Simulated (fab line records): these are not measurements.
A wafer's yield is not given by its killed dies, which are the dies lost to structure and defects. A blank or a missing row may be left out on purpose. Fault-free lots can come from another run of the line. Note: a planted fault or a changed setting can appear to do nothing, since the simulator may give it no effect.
Matching of chambers || flow nandHarc || NHARC_P_GATE_DEP_103 on pecvd-02: 3 sister chambers
The step deposits SiON, target thk 30 nm. 3 wafers are shown with their chamber, then 8 later ones without.

== WAFERS, EACH WITH ITS CHAMBER ==
{"wafer": "L717.2", "chamber": 1, "heaterPowerW (W)": 611}
{"wafer": "L717.4", "chamber": 2, "heaterPowerW (W)": 735}
{"wafer": "L722.3", "chamber": 0, "heaterPowerW (W)": 666}

== WAFERS MISSING THEIR CHAMBER ==
{"wafer": "L722.5", "heaterPowerW (W)": 652}
{"wafer": "L722.6", "heaterPowerW (W)": 662}
{"wafer": "L733.2", "heaterPowerW (W)": 528}
{"wafer": "L733.3", "heaterPowerW (W)": 709}
{"wafer": "L733.6", "heaterPowerW (W)": 547}
{"wafer": "L732.1", "heaterPowerW (W)": 765}
{"wafer": "L732.3", "heaterPowerW (W)": 523}
{"wafer": "L732.4", "heaterPowerW (W)": 521}

== EACH ONE'S CHAMBER ==
{"wafer": "L722.5", "from the rows above": "can't be placed: 0 or 1 or 2", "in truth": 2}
{"wafer": "L722.6", "from the rows above": "can't be placed: 0 or 1 or 2", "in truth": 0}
{"wafer": "L733.2", "from the rows above": "can't be placed: 1 or 0", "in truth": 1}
{"wafer": "L733.3", "from the rows above": "can't be placed: 2 or 0 or 1", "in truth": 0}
{"wafer": "L733.6", "from the rows above": "can't be placed: 1 or 0", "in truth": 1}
{"wafer": "L732.1", "from the rows above": "can't be placed: 2 or 0", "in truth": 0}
{"wafer": "L732.3", "from the rows above": "can't be placed: 1 or 0", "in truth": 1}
{"wafer": "L732.4", "from the rows above": "can't be placed: 1 or 0", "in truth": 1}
Correct placement for 0 of the 8. Cannot be placed on the basis of these rows: 8; the candidates contain the true chamber in 8. Wrongly placed: 0.
How it was worked out, from the rows above alone: a wafer's distance from a chamber is the root of the sum, over the readings, of the square of ((its reading less the chamber's mean) divided by the reading's scatter). If the next closest chamber is less than 2 further off than the closest, the wafer can't be placed; otherwise it belongs to the closest. For every chamber, the mean is computed from those of its wafers that are shown. The scatter: root of mean squared gap, hidden wafer to nearest shown wafer, with one shown wafer a chamber.
